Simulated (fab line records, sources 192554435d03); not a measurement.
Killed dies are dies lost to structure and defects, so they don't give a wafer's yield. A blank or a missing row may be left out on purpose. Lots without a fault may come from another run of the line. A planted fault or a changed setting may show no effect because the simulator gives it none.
Chamber matching | flow n5_finfet | N5_BEOL_M1_STRIP_19 on rie_diel-05: 4 sister chambers
The step strips in O2. 22 wafers are shown with their chamber, then 11 later ones without.

WAFERS WITH THEIR CHAMBER
wafer  | chamber | showerhead_plenum_p_Torr (Torr) | drypump_motor_current_A (A) | throttle_valve_pct (%)
L074.2 | 1       | 2.22                            | 5.3                         | 16.37
L074.3 | 2       | 2.23                            | 5.4                         | 16.54
L074.4 | 0       | 2.05                            | 6.3                         | 16.80
L075.1 | 0       | 2.05                            | 6.4                         | 16.80
L075.2 | 3       | 2.07                            | 5.3                         | 16.60
L075.5 | 0       | 2.05                            | 6.3                         | 16.80
L077.3 | 0       | 2.05                            | 6.3                         | 16.85
L077.5 | 1       | 2.22                            | 5.3                         | 16.41
L077.6 | 2       | 2.22                            | 5.4                         | 16.54
L079.1 | 2       | 2.22                            | 5.4                         | 16.55
L079.3 | 1       | 2.22                            | 5.3                         | 16.43
L079.5 | 0       | 2.05                            | 6.3                         | 16.83
L081.1 | 3       | 2.07                            | 5.4                         | 16.60
L081.2 | 1       | 2.22                            | 5.3                         | 16.41
L081.3 | 0       | 2.05                            | 6.3                         | 16.83
L085.2 | 0       | 2.05                            | 6.3                         | 16.86
L085.5 | 2       | 2.22                            | 5.4                         | 16.56
L085.6 | 3       | 2.07                            | 5.3                         | 16.64
L087.1 | 1       | 2.22                            | 5.3                         | 16.43
L087.4 | 0       | 2.05                            | 6.3                         | 16.83
L087.5 | 3       | 2.07                            | 5.3                         | 16.63
L088.2 | 2       | 2.22                            | 5.4                         | 16.59

SIGNATURES (means of the wafers above)
reading                  | chamber 0 | chamber 1 | chamber 2 | chamber 3 | scatter within a chamber
showerhead_plenum_p_Torr | 2.0500    | 2.2200    | 2.2220    | 2.0700    | 0.00211
drypump_motor_current_A  | 6.312     | 5.300     | 5.400     | 5.325     | 0.03
throttle_valve_pct       | 16.8250   | 16.4100   | 16.5560   | 16.6175   | 0.0226
Rule: a wafer's distance from a chamber is the root of the sum, over the readings, of the square of ((its reading less the chamber's mean) divided by the reading's scatter). The wafer belongs to the nearest chamber; if the next one is less than 2 further off, it can't be placed. The scatter: the root of (the sum of the squares of (reading less its chamber's mean) over the shown wafers, divided by (wafers less chambers)).

WAFERS WITHOUT THEIR CHAMBER
wafer  | showerhead_plenum_p_Torr (Torr) | drypump_motor_current_A (A) | throttle_valve_pct (%)
L088.3 | 2.07                            | 5.3                         | 16.63
L088.5 | 2.22                            | 5.4                         | 16.43
L091.3 | 2.06                            | 5.3                         | 16.64
L091.4 | 2.21                            | 5.3                         | 16.45
L091.6 | 2.22                            | 5.4                         | 16.57
L093.1 | 2.04                            | 6.3                         | 16.87
L093.4 | 2.21                            | 5.3                         | 16.46
L093.6 | 2.21                            | 5.3                         | 16.46
L094.1 | 2.21                            | 5.4                         | 16.60
L094.2 | 2.04                            | 6.3                         | 16.89
L094.3 | 2.21                            | 5.4                         | 16.45

WHICH CHAMBER EACH WENT THROUGH
wafer  | from the rows above     | in truth
L088.3 | 3                       | 3
L088.5 | 1                       | 1
L091.3 | 3                       | 3
L091.4 | 1                       | 1
L091.6 | 2                       | 2
L093.1 | 0                       | 0
L093.4 | 1                       | 1
L093.6 | 1                       | 1
L094.1 | 2                       | 2
L094.2 | 0                       | 0
L094.3 | can't be placed: 1 or 2 | 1
Placed correctly: 10 of 11. Can't be placed from these rows: 1 (the true chamber is among the candidates in 1). Placed wrongly: 0.
